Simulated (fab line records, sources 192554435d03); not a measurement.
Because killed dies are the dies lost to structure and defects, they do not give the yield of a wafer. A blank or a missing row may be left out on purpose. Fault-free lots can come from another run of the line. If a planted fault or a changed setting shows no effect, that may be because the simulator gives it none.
fab line records	flow n5-finfet
[record] lots = 11	wafers = 33	last-day = 18
route steps=1938 shown ZERO_LAYER@14 WELL_APT@21
lots with no fault: from the same line, run without faults
start-h: start of the lot's first displayed wafer, in hours after the record's first day	wait-h: hours elapsed since this lot's preceding step	" unchanged from the row above	L1.1+2: a single row standing in for several wafers	- no value, or no start given	* or withheld: withheld	< > ~ a bound
route shown NAME@n: NAME is a module with steps in the file, n the number in the route of the first one	usual: mean and standard deviation over wafers with no fault	same: alike in all rows	chamber/n: place in a boat	sites: per-site readings	_std_site: standard deviation across them	_edge_site: inner sites' mean taken away from outer sites' mean	radius-mm: for every site, how far away it sits from the centre of the wafer	mask NAME#n: copy n	behind: the last tool/chamber to shape the wafer	hold: the reason the lot was held/the length of the hold in hours/how it ended	device: the n, p or np transistor that did not switch	end of line: tests run on the same wafers once the route is complete	where a step has no rows: the recipe by itself	killed: not the wafer's yield, but the dies lost to structure and defects at the first sort	map: per-die view of a wafer (x killed, . not killed, _ where there is no die)
set.NAME: setting as actually run; set.NAME@STEP: the setting as run at that earlier step	model.NAME: the simulator's own value behind a step, which no gauge read
a sample of lots followed through the steps of the route, with each step as a table and each wafer as a row
services: the hour from which a tool's chamber was out of use, counted from the record's first day as start-h (under 0 if before that day), plus the number of hours and why
[[steps]]
[step N5_ZERO_LAYER_DESCUM_16]
[recipe] chemistry = O2	time-s = 7.9	source-power-w = 50	bias-power-w = 20	pressure-mtorr = 20	rf-frequency-hz = 2.712e+07	temp-c = 40	o2-flow-sccm = 225
[usual] drypump-motor-current-A = 5.8/0.44	oes-product-au = 0.76/0.059	rf-vpp-V = 243.3/1.5	showerhead-plenum-p-Torr = 2.09/0.083	temp-c = 40.00/0.11	throttle-valve-pct = 20.5/0.32
lot.wafer	tool	chamber	start-h	wait-h	drypump-motor-current-A	oes-product-au	rf-hours-counter-h	rf-vpp-V	showerhead-plenum-p-Torr	temp-c	throttle-valve-pct
L217.2	rie-diel-06	1	18.81	0.0	6.5	0.66	244	242.9	1.95	39.90	20.5
L217.5	"	1	"	"	6.5	0.66	-	241.4	1.95	39.81	20.5
L217.6	"	2	"	"	5.6	0.74	-	243.0	2.07	40.19	20.9
L218.1	rie-diel-01	1	24.85	0.0	5.5	0.73	203	243.3	2.13	39.96	20.6
L218.4	"	2	"	"	5.4	0.77	136	245.3	2.22	40.19	20.6
L218.6	"	2	"	"	5.4	0.76	-	244.3	2.22	40.02	20.6
L221.1	rie-diel-03	1	43.64	1.0	6.8	0.70	161	241.7	2.01	40.01	20.8
L221.4	"	3	"	"	5.8	0.82	68	242.9	2.01	39.97	19.8
L221.6	"	2	"	"	6.2	0.72	-	243.3	2.14	40.20	20.3
L222.1	rie-diel-06	2	48.70	0.0	5.5	0.73	204	242.9	2.07	39.86	20.9
L222.2	"	3	"	"	5.9	0.82	85	241.2	1.93	39.95	20.0
L222.3	"	0	"	"	6.6	0.78	146	242.8	2.01	39.92	20.1
L225.1	rie-diel-06	1	66.95	0.0	6.5	0.99	1	244.4	2.21	39.98	20.1
L225.3	"	3	"	"	5.9	0.80	92	240.1	1.93	40.01	20.0
L225.6	"	2	"	"	5.6	0.73	-	243.4	2.06	39.98	20.9
L226.1	rie-diel-01	2	72.82	0.0	5.5	0.75	151	243.1	2.21	39.95	20.7
L226.2	"	3	"	"	5.4	0.81	105	243.6	2.10	39.95	20.7
L226.5	"	0	"	"	5.5	0.72	-	243.4	2.08	39.90	20.7
L227.4	rie-diel-01	2	78.80	0.0	5.4	0.75	153	243.6	2.21	39.93	20.7
L227.5	"	2	"	"	5.4	0.74	-	245.0	2.21	39.88	20.7
L227.6	"	3	"	"	5.3	0.81	-	243.2	2.10	40.02	20.7
L228.2	rie-diel-03	2	84.68	0.0	6.2	0.71	172	244.7	2.14	40.02	20.3
L228.4	"	3	"	"	5.8	0.81	81	242.9	2.00	40.07	19.8
L228.6	"	1	"	"	6.8	0.70	-	241.6	2.01	40.02	20.8
L232.2	rie-diel-03	3	108.80	0.0	5.8	0.81	88	241.8	2.00	40.02	19.9
L232.3	"	0	"	"	5.8	0.79	132	244.6	2.19	39.99	20.8
L232.5	"	1	"	"	6.7	0.70	-	240.9	2.01	40.10	20.8
L237.3	rie-diel-01	2	140.03	0.0	5.4	0.74	170	244.5	2.20	40.03	20.7
L237.5	"	2	"	"	5.4	0.73	-	243.6	2.20	39.78	20.7
L237.6	"	1	"	"	5.5	0.71	-	245.9	2.12	40.11	20.6
L238.2	rie-diel-01	0	144.72	0.1	5.5	0.70	209	244.0	2.08	40.03	20.7
L238.3	"	3	"	"	5.4	0.80	127	243.9	2.10	40.20	20.7
L238.5	"	1	"	"	5.5	0.71	-	245.0	2.12	40.27	20.6
[step N5_WELL_APT_COAT_02]
[recipe] spin-rpm = 1357	resist-thk-nm = 950
[usual] spin-speed-rpm = 1357.0/1
lot.wafer	tool	chamber	start-h	wait-h	spin-speed-rpm
L217.2	litho-track-01	0	19.44	-	1357.1
L217.5	"	0	"	"	1357.8
L217.6	"	0	"	"	1356.6
L218.1	litho-track-04	0	25.49	-	1355.5
L218.4	"	0	"	"	1355.7
L218.6	"	0	"	"	1355.7
L221.1	litho-track-04	0	44.27	-	1358.2
L221.4	"	0	"	"	1356.9
L221.6	"	0	"	"	1355.8
L222.1	litho-track-04	0	49.33	-	1355.3
L222.2	"	0	"	"	1357.1
L222.3	"	0	"	"	1356.4
L225.1	litho-track-03	0	67.56	-	1356.6
L225.3	"	0	"	"	1354.7
L225.6	"	0	"	"	1355.5
L226.1	litho-track-04	0	73.43	-	1357.7
L226.2	"	0	"	"	1357.9
L226.5	"	0	"	"	1358.0
L227.4	litho-track-01	0	79.41	-	1358.2
L227.5	"	0	"	"	1358.5
L227.6	"	0	"	"	1357.8
L228.2	litho-track-01	0	85.54	-	1356.1
L228.4	"	0	"	"	1356.8
L228.6	"	0	"	"	1357.4
L232.2	litho-track-03	0	109.41	-	1356.1
L232.3	"	0	"	"	1357.4
L232.5	"	0	"	"	1356.9
L237.3	litho-track-04	0	140.64	-	1302.5
L237.5	"	0	"	"	1300.1
L237.6	"	0	"	"	1299.7
L238.2	litho-track-04	0	145.33	-	1298.2
L238.3	"	0	"	"	1299.8
L238.5	"	0	"	"	1297.9
[step N5_WELL_APT_INSPECT_27]
[recipe] mode = adi	inspect-instrument = macro
[usual] raw-defect-count = 1.9/1.4
lot.wafer	tool	chamber	start-h	wait-h	raw-defect-count
L217.2	defect-inspect-01	-	21.03	0.0	1
L217.5	"	-	"	"	3
L217.6	"	-	"	"	3
L218.1	defect-inspect-02	-	27.08	0.0	4
L218.4	"	-	"	"	0
L218.6	"	-	"	"	3
L221.1	defect-inspect-02	-	45.86	0.0	5
L221.4	"	-	"	"	2
L221.6	"	-	"	"	5
L222.1	defect-inspect-02	-	50.81	0.0	2
L222.2	"	-	"	"	2
L222.3	"	-	"	"	0
L225.1	defect-inspect-02	-	70.27	1.1	7
L225.3	"	-	"	"	1
L225.6	"	-	"	"	0
L226.1	defect-inspect-01	-	74.88	0.0	4
L226.2	"	-	"	"	1
L226.5	"	-	"	"	4
L227.4	defect-inspect-01	-	81.13	0.0	2
L227.5	"	-	"	"	1
L227.6	"	-	"	"	2
L228.2	defect-inspect-02	-	87.11	0.0	2
L228.4	"	-	"	"	2
L228.6	"	-	"	"	1
L232.2	defect-inspect-01	-	110.98	0.0	1
L232.3	"	-	"	"	4
L232.5	"	-	"	"	2
L237.3	defect-inspect-01	-	142.11	0.0	1
L237.5	"	-	"	"	1
L237.6	"	-	"	"	4
L238.2	defect-inspect-01	-	146.78	0.0	1
L238.3	"	-	"	"	0
L238.5	"	-	"	"	1
[step N5_WELL_APT_DESCUM_30]
[recipe] chemistry = O2	time-s = 7.9	source-power-w = 50	bias-power-w = 20	pressure-mtorr = 20	rf-frequency-hz = 2.712e+07	temp-c = 40	o2-flow-sccm = 225
[usual] drypump-motor-current-A = 5.7/0.4	oes-product-au = 0.74/0.074	rf-vpp-V = 243.3/1.6	showerhead-plenum-p-Torr = 2.10/0.093	temp-c = 40.00/0.11	throttle-valve-pct = 20.39/0.16
lot.wafer	tool	chamber	start-h	wait-h	drypump-motor-current-A	oes-product-au	rf-hours-counter-h	rf-vpp-V	showerhead-plenum-p-Torr	temp-c	throttle-valve-pct
L217.2	rie-diel-05	3	21.07	0.0	5.5	0.71	225	241.8	2.03	40.13	20.62
L217.5	"	1	"	"	6.1	0.82	-	246.1	2.19	40.12	20.37
L217.6	"	0	"	"	5.1	0.73	-	245.6	2.16	40.23	20.23
L218.1	rie-diel-05	1	27.12	0.0	6.1	0.81	103	245.5	2.19	40.12	20.39
L218.4	"	2	"	"	5.4	0.79	117	241.5	1.92	40.00	20.16
L218.6	"	0	"	"	5.1	0.73	-	245.1	2.16	40.01	20.24
L221.1	rie-diel-05	0	45.89	0.0	5.1	0.72	220	245.4	2.16	40.18	20.22
L221.4	"	2	"	"	5.5	0.79	123	241.1	1.92	39.85	20.17
L221.6	"	0	"	"	5.1	0.71	-	243.6	2.16	40.03	20.23
L222.1	rie-diel-02	1	50.85	0.0	5.9	0.70	223	243.6	2.19	40.06	20.67
L222.2	"	0	"	"	6.2	0.72	165	242.1	2.02	39.91	20.34
L222.3	"	2	"	"	5.6	0.74	191	243.4	2.07	40.01	20.49
L225.1	rie-diel-04	3	70.33	0.1	6.1	0.67	230	241.3	2.06	39.90	20.14
L225.3	"	0	"	"	5.5	0.98	4	245.5	2.25	39.95	20.40
L225.6	"	2	"	"	5.3	0.71	-	242.6	2.06	40.02	20.47
L226.1	rie-diel-05	0	74.91	0.0	5.1	0.72	230	245.3	2.15	39.89	20.26
L226.2	"	1	"	"	6.2	0.80	118	245.5	2.18	40.16	20.40
L226.5	"	3	"	"	5.5	0.69	-	241.2	2.03	39.89	20.65
L227.4	rie-diel-05	0	81.16	0.0	5.1	0.72	231	243.9	2.15	39.83	20.25
L227.5	"	0	"	"	5.1	0.72	-	243.9	2.15	39.70	20.25
L227.6	"	3	"	"	5.6	0.69	-	243.3	2.03	40.01	20.65
L228.2	rie-diel-05	2	87.15	0.0	5.5	0.77	138	239.4	1.91	39.99	20.20
L228.4	"	1	"	"	6.1	0.79	122	244.5	2.18	40.12	20.42
L228.6	"	2	"	"	5.5	0.78	-	240.5	1.92	40.08	20.19
L232.2	rie-diel-02	0	111.01	0.0	6.1	0.71	186	240.6	2.01	40.19	20.36
L232.3	"	1	"	"	5.9	0.67	244	244.6	2.18	40.10	20.72
L232.5	"	0	"	"	6.1	0.70	-	241.8	2.01	40.20	20.36
L237.3	rie-diel-02	0	142.34	0.2	6.1	0.69	198	241.5	2.01	39.85	20.38
L237.5	"	3	"	"	6.6	0.70	-	245.0	2.08	40.00	20.21
L237.6	"	2	"	"	5.6	0.70	-	242.9	2.05	39.99	20.51
L238.2	rie-diel-04	2	146.81	0.0	5.3	0.68	225	243.1	2.05	40.10	20.50
L238.3	"	0	"	"	5.6	0.90	35	246.7	2.23	40.08	20.44
L238.5	"	1	"	"	5.5	0.69	-	245.4	2.17	39.91	20.29
[[services]]
tool	chamber	start-h	hours	kind
rie-diel-03	3	-4.20	2.7	repair
rie-diel-03	0	-0.40	1.3	repair
rie-diel-04	1	6.90	4.8	repair
rie-diel-03	-	27.94	15.6	pm
rie-diel-05	-	46.75	2.8	pm
rie-diel-02	-	63.88	0.1	repair
litho-track-04	-	83.37	-	consumable-replace:filter
rie-diel-04	1	84.16	5.7	repair
rie-diel-01	0	90.51	8.2	repair
rie-diel-06	0	92.45	4.8	repair
rie-diel-05	3	98.30	-	clean
rie-diel-05	3	98.30	-	consumable-replace:focus-ring
rie-diel-05	3	98.30	19.9	scheduled-down
rie-diel-05	3	98.30	19.9	vent-cycle
rie-diel-01	0	116.14	1.5	repair
rie-diel-01	2	127.11	6.6	repair
rie-diel-05	0	132.26	-	clean
rie-diel-05	0	132.26	-	consumable-replace:focus-ring
rie-diel-05	0	132.26	24.3	scheduled-down
rie-diel-05	0	132.26	24.3	vent-cycle
litho-track-04	-	138.29	-	consumable-replace:filter
rie-diel-05	-	138.50	4.3	pm
rie-diel-03	2	140.26	5.8	repair
rie-diel-04	3	143.18	13.8	repair
[[key]]
[first-sign] step = N5_WELL_APT_COAT_02	reading = spin-speed-rpm	direction = down	sigmas = 57	usual = *	struck = *
effect none on later readings
met-at N5_WELL_APT_COAT_02
struck-lots L237,L238
tester-left-out L237,L238
not-acting-at N5_ZERO_LAYER_DESCUM_16,N5_WELL_APT_INSPECT_27,N5_WELL_APT_DESCUM_30
onset-between 73.43 140.64
[fault] kind = process-parameter-drift	tool = litho-track-04	chamber = -	onset-h = 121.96	steps = N5_WELL_APT_COAT_02	channel = spin-rpm	offset = *	shape = step	end-h = 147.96	acts-in = *	stated = *
// tester-left-out: of these lots the tester's yield and bins aren't shown, on N5 and GAA mostly nor the transistor test; their killed dies are dies lost to structure and defects alone, not to doping, threshold or leakage, so they don't give the yield
